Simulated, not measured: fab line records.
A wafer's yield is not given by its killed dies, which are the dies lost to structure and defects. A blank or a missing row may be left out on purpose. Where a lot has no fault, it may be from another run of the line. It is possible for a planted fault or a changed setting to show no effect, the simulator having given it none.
Which tool was responsible? | flow nand-harc | 12 lots, 36 wafers sampled, at 6 steps of a route of 1302

## WHAT THE GAUGES SHOWED, per wafer
NHARC_P_GATE_INSPECT_28. Usual: raw-defect-count at 6.1, with a standard deviation of 3.
lot  | measured     | on                | raw-defect-count | flag
L128 | day 5 02:46  | defect-inspect-01 | 4 5 6            |
L129 | day 5 08:49  | defect-inspect-02 | 16 8 5           |
L130 | day 5 20:19  | defect-inspect-02 | 4 6 3            |
L131 | day 6 10:20  | defect-inspect-01 | 3 10 7           |
L132 | day 6 19:11  | defect-inspect-02 | 7 3 6            |
L135 | day 8 03:38  | defect-inspect-02 | 11 7 5           |
L136 | day 8 03:54  | defect-inspect-01 | 4 11 5           |
L137 | day 8 18:44  | defect-inspect-02 | 10 4 4           |
L138 | day 9 00:13  | defect-inspect-02 | 3 3 4            |
L143 | day 11 04:05 | defect-inspect-02 | 13 9 9           |
L147 | day 13 01:18 | defect-inspect-02 | 8 3 4            |
L150 | day 14 05:23 | defect-inspect-01 | 6 3 0            |

NHARC_P_GATE_CD_MEAS_59 targets a cd of 720 nm. Usual: cd-nm at 720.2 nm, with a standard deviation of 1.2.
lot  | measured     | on        | cd-nm (nm)                          | flag
L128 | day 5 16:20  | cd-sem-03 | 717.6 721.3 718.7                   |
L129 | day 5 22:34  | cd-sem-02 | 719.8 721.4 719.6                   |
L130 | day 6 09:58  | cd-sem-03 | 722.0 720.9 721.9                   |
L131 | day 6 23:49  | cd-sem-01 | 720.2 720.1 718.5                   |
L132 | day 7 09:00  | cd-sem-01 | 719.4 719.4 719.1                   |
L135 | day 8 17:17  | cd-sem-01 | 718.8 719.8 721.0                   |
L136 | day 8 19:43  | cd-sem-01 | 731.8 733.0 732.7 731.6 733.2 733.1 | OFF
L137 | day 9 08:17  | cd-sem-02 | 719.8 720.5 719.3                   |
L138 | day 9 14:55  | cd-sem-01 | 719.3 719.9 719.1                   |
L143 | day 11 18:06 | cd-sem-02 | 719.8 717.8 719.1                   |
L147 | day 13 17:02 | cd-sem-02 | 719.8 720.0 721.6                   |
L150 | day 14 18:53 | cd-sem-02 | 721.3 722.6 724.5                   |

NHARC_END_SORT_01. Usual: killed-at-array 44, standard deviation 16; killed-at-other 0.6, standard deviation 1.1; killed-at-periphery 3.9, standard deviation 2.6; killed-dies 48, standard deviation 16; killed-open 3.1, standard deviation 1.9; killed-short 2.4, standard deviation 1.8.
lot  | measured     | on        | killed-at-array | killed-at-other | killed-at-periphery | killed-dies | killed-open | killed-short | flag
L136 | day 29 00:36 | prober-02 | 73 61 41        | 0 0 0           | 1 7 3               | 74 68 44    | 2 1 5       | 4 5 1        |

## EACH LOT AND THE TOOL THAT RAN IT (in order: tool; ch and the chambers of the sampled wafers; start)
lot  | NHARC_P_GATE_DESCUM_31             | NHARC_P_GATE_EXPOSE_56            | NHARC_P_GATE_STRIP_112
L128 | rie-diel-02 ch 0,2, day 5 02:49    | krf-scanner-03 ch 0, day 5 16:11  | plasma-asher-01 ch 1, day 5 16:55
L129 | rie-diel-13 ch 2,3, day 5 08:53    | krf-scanner-01 ch 0, day 5 22:25  | plasma-asher-01 ch 0,1, day 5 23:09
L130 | rie-diel-13 ch 0,2,3, day 5 20:23  | krf-scanner-03 ch 0, day 6 09:48  | plasma-asher-01 ch 0,1, day 6 10:29
L131 | rie-diel-13 ch 1,2, day 6 10:23    | krf-scanner-03 ch 0, day 6 23:40  | plasma-asher-01 ch 0,1, day 7 00:26
L132 | rie-diel-02 ch 1,2, day 6 19:16    | krf-scanner-02 ch 0, day 7 08:51  | plasma-asher-01 ch 0,1, day 7 09:36
L135 | rie-diel-05 ch 1,2, day 8 03:42    | krf-scanner-01 ch 0, day 8 17:08  | plasma-asher-01 ch 0,1, day 8 17:51
L136 | rie-diel-02 ch 0,1,2, day 8 03:58  | krf-scanner-02 ch 0, day 8 19:33  | plasma-asher-01 ch 0,1, day 9 00:04
L137 | rie-diel-02 ch 0,1,2, day 8 18:47  | krf-scanner-02 ch 0, day 9 08:07  | plasma-asher-02 ch 0,1, day 9 08:51
L138 | rie-diel-02 ch 1,3, day 9 00:17    | krf-scanner-01 ch 0, day 9 14:46  | plasma-asher-02 ch 0,1, day 9 15:32
L143 | rie-diel-13 ch 0,2,3, day 11 04:08 | krf-scanner-02 ch 0, day 11 17:56 | plasma-asher-01 ch 0,1, day 11 18:38
L147 | rie-diel-02 ch 0,1, day 13 01:22   | krf-scanner-01 ch 0, day 13 16:53 | plasma-asher-01 ch 0,1, day 13 17:52
L150 | rie-diel-02 ch 0,1,2, day 14 05:27 | krf-scanner-02 ch 0, day 14 18:44 | plasma-asher-01 ch 0,1, day 14 19:26
- NHARC_P_GATE_DESCUM_31: chemistry O2, time 3 s.
- NHARC_P_GATE_EXPOSE_56: exposes mask P PSD, target cd 720 nm.
- NHARC_P_GATE_STRIP_112: strips in N2/H2, time 200 s.

## AS READ BY THE TOOLS THEMSELVES (means over the sampled wafers that have a number; for cases with no such wafer, the mark the record gives instead)
NHARC_P_GATE_DESCUM_31. Usual: drypump-motor-current-A 5.6 A, standard deviation 0.34; oes-product-au 1.000 a.u., standard deviation 0.0082; rf-vpp-V 57.7 V, standard deviation 0.91; showerhead-plenum-p-Torr 1.91 Torr, standard deviation 0.077; throttle-valve-pct 11.311 %, standard deviation 0.0089.
lot  | tool        | drypump-motor-current-A (A) | oes-product-au (a.u.) | rf-vpp-V (V) | showerhead-plenum-p-Torr (Torr) | throttle-valve-pct (%) | flag
L128 | rie-diel-02 | 5.4                         | 0.996                 | 57.5         | 1.88                            | 11.305                 |
L129 | rie-diel-13 | 5.8                         | 1.005                 | 57.6         | 1.92                            | 11.316                 |
L130 | rie-diel-13 | 5.6                         | 0.990                 | 57.5         | 1.89                            | 11.312                 |
L131 | rie-diel-13 | 5.7                         | 0.990                 | 57.6         | 1.89                            | 11.298                 |
L132 | rie-diel-02 | 5.3                         | 0.992                 | 58.8         | 1.91                            | 11.317                 |
L135 | rie-diel-05 | 5.9                         | 1.011                 | 57.5         | 1.91                            | 11.320                 |
L136 | rie-diel-02 | 5.4                         | 1.004                 | 58.1         | 1.91                            | 11.312                 |
L137 | rie-diel-02 | 5.4                         | 1.009                 | 57.6         | 1.91                            | 11.314                 |
L138 | rie-diel-02 | 5.6                         | 1.007                 | 58.2         | 1.96                            | 11.312                 |
L143 | rie-diel-13 | 5.6                         | 0.996                 | 58.5         | 1.89                            | 11.309                 |
L147 | rie-diel-02 | 5.5                         | 0.998                 | 58.0         | 1.95                            | 11.316                 |
L150 | rie-diel-02 | 5.4                         | 0.991                 | 58.1         | 1.91                            | 11.307                 |

NHARC_P_GATE_STRIP_112. Usual: drypump-motor-current-A 5.45 A, standard deviation 0.29; heater-power-w 84 W, standard deviation 6.2.
lot  | tool            | drypump-motor-current-A (A) | heater-power-w (W) | flag
L128 | plasma-asher-01 | 5.72                        | 89                 |
L129 | plasma-asher-01 | 5.52                        | 83                 |
L130 | plasma-asher-01 | 5.50                        | 83                 |
L131 | plasma-asher-01 | 5.62                        | 86                 |
L132 | plasma-asher-01 | 5.48                        | 82                 |
L135 | plasma-asher-01 | 5.49                        | 85                 |
L136 | plasma-asher-01 | 5.60                        | 90                 |
L137 | plasma-asher-02 | 5.16                        | 82                 |
L138 | plasma-asher-02 | 5.18                        | 82                 |
L143 | plasma-asher-01 | 5.60                        | 90                 |
L147 | plasma-asher-01 | 5.60                        | 90                 |
L150 | plasma-asher-01 | 5.60                        | 89                 |

## THE ANSWER, worked out from the rows above alone
Rule: take the mean of a lot's wafers that have a number; if it is more than 3 standard deviations from the usual mean, the lot is off. Also off: a lot with no number at a reading for which 4 or more lots have one. All remaining lots with rows at the step are treated as sound. The gauges are gone through in route order, then the tools' own readings, and for those a lot's mean is taken as printed above. The first step at which some lot is off is used, and at that step the reading that is off furthest; a lot without a number counts as furthest.
Off, at NHARC_P_GATE_CD_MEAS_59 on cd-nm: L136.
A tool fits if, at a process step before that reading, it ran every lot that is off, and no sound lot after the first of them. The gauges at NHARC_P_GATE_CD_MEAS_59 are tried like those tools. None of those tried fits.

## WHAT THE SIMULATOR PUT IN
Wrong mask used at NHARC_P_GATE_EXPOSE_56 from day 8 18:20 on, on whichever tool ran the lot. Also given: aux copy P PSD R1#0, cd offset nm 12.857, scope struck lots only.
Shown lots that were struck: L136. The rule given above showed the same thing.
